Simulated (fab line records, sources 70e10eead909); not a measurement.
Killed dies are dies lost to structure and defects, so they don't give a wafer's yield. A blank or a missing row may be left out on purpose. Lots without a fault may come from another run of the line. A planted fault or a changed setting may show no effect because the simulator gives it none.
Chamber matching | flow nand_harc | NHARC_A_BLC_ALD_23 on ald_metal-03: 4 sister chambers
The step deposits TiN, target thk 3 nm, pulse time 1 s, ald cycles 150. 16 wafers are shown with their chamber, then 8 later ones without.

WAFERS WITH THEIR CHAMBER
wafer  | chamber | heater_power_w (W) | precursor_pulse_height_rel
L074.3 | 2       | 1159               | 1.009
L074.4 | 0       | 1113               | 1.017
L074.6 | 3       | 937                | 0.992
L076.4 | 2       | 1136               | 1.008
L076.5 | 3       | 958                | 0.996
L076.6 | 2       | 1130               | 0.995
L080.1 | 2       | 1184               | 1.030
L080.4 | 3       | 974                | 0.990
L080.5 | 1       | 1092               | 1.020
L083.1 | 1       | 1077               | 1.002
L083.4 | 0       | 1086               | 1.004
L083.6 | 2       | 1158               | 0.960
L087.2 | 2       | 1121               | 1.008
L087.4 | 0       | 1088               | 0.997
L087.6 | 3       | 914                | 0.947
L090.1 | 2       | 1141               | 1.003

SIGNATURES (means of the wafers above)
reading                    | chamber 0 | chamber 1 | chamber 2 | chamber 3 | scatter within a chamber
heater_power_w             | 1095.67   | 1084.50   | 1147.00   | 945.75    | 21.1
precursor_pulse_height_rel | 1.00600   | 1.01100   | 1.00186   | 0.98125   | 0.0197
Rule: a wafer's distance from a chamber is the root of the sum, over the readings, of the square of ((its reading less the chamber's mean) divided by the reading's scatter). The wafer belongs to the nearest chamber; if the next one is less than 2 further off, it can't be placed. The scatter: the root of (the sum of the squares of (reading less its chamber's mean) over the shown wafers, divided by (wafers less chambers)).

WAFERS WITHOUT THEIR CHAMBER
wafer  | heater_power_w (W) | precursor_pulse_height_rel
L090.2 | 920                | 0.997
L090.6 | 1059               | 1.010
L092.4 | 971                | 0.972
L092.5 | 1122               | 0.979
L092.6 | 1055               | 0.991
L097.1 | 1127               | 0.987
L097.2 | 943                | 1.003
L097.5 | 944                | 1.008

WHICH CHAMBER EACH WENT THROUGH
wafer  | from the rows above          | in truth
L090.2 | 3                            | 3
L090.6 | can't be placed: 1 or 0      | 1
L092.4 | 3                            | 3
L092.5 | can't be placed: 2 or 0 or 1 | 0
L092.6 | can't be placed: 1 or 0      | 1
L097.1 | can't be placed: 2 or 0 or 1 | 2
L097.2 | 3                            | 3
L097.5 | 3                            | 3
Placed correctly: 4 of 8. Can't be placed from these rows: 4 (the true chamber is among the candidates in 4). Placed wrongly: 0.
